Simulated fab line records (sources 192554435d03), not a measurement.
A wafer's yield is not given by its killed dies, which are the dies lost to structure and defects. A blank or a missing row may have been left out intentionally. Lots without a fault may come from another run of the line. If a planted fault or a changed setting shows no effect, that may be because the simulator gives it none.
Chamber matching :: flow n5-finfet :: N5_BEOL_M6_DESCUM_16 on rie-diel-01: 4 sister chambers
The step chemistry O2, time 7.9 s. 4 wafers are shown with their chamber, then 10 later ones without.

## WAFERS WITH THEIR CHAMBER
wafer: L091.1
chamber: 3
throttle-valve-pct (%): 20.82

wafer: L091.5
chamber: 1
throttle-valve-pct (%): 20.69

wafer: L095.1
chamber: 2
throttle-valve-pct (%): 20.01

wafer: L095.4
chamber: 0
throttle-valve-pct (%): 20.14

## WAFERS MISSING THEIR CHAMBER
wafer: L095.6
throttle-valve-pct (%): 20.13

wafer: L092.1
throttle-valve-pct (%): 20.70

wafer: L092.3
throttle-valve-pct (%): 20.14

wafer: L092.4
throttle-valve-pct (%): 20.82

wafer: L096.1
throttle-valve-pct (%): 20.71

wafer: L096.2
throttle-valve-pct (%): 20.82

wafer: L096.3
throttle-valve-pct (%): 20.16

wafer: L096.4
throttle-valve-pct (%): 20.02

wafer: L096.5
throttle-valve-pct (%): 20.17

wafer: L096.6
throttle-valve-pct (%): 20.84

## EACH ONE'S CHAMBER
wafer: L095.6
from the rows above: 0
in truth: 0

wafer: L092.1
from the rows above: 1
in truth: 1

wafer: L092.3
from the rows above: 0
in truth: 0

wafer: L092.4
from the rows above: 3
in truth: 3

wafer: L096.1
from the rows above: 1
in truth: 1

wafer: L096.2
from the rows above: 3
in truth: 3

wafer: L096.3
from the rows above: 0
in truth: 0

wafer: L096.4
from the rows above: 2
in truth: 2

wafer: L096.5
from the rows above: 0
in truth: 0

wafer: L096.6
from the rows above: 3
in truth: 3
Placed correctly: 10 of 10. Can't be placed from these rows: 0. 0 placed wrongly.
How it was worked out, from the rows above alone: a wafer's distance from a chamber is the root of the sum, over the readings, of the square of ((its reading less the chamber's mean) divided by the reading's scatter). If the next closest chamber is less than 2 further off than the closest, the wafer can't be placed; otherwise it belongs to the closest. Each chamber's mean is taken over the wafers shown for it. The scatter (one wafer shown for each chamber): square how far every hidden wafer sits from the nearest shown wafer, average those squares and take the square root.
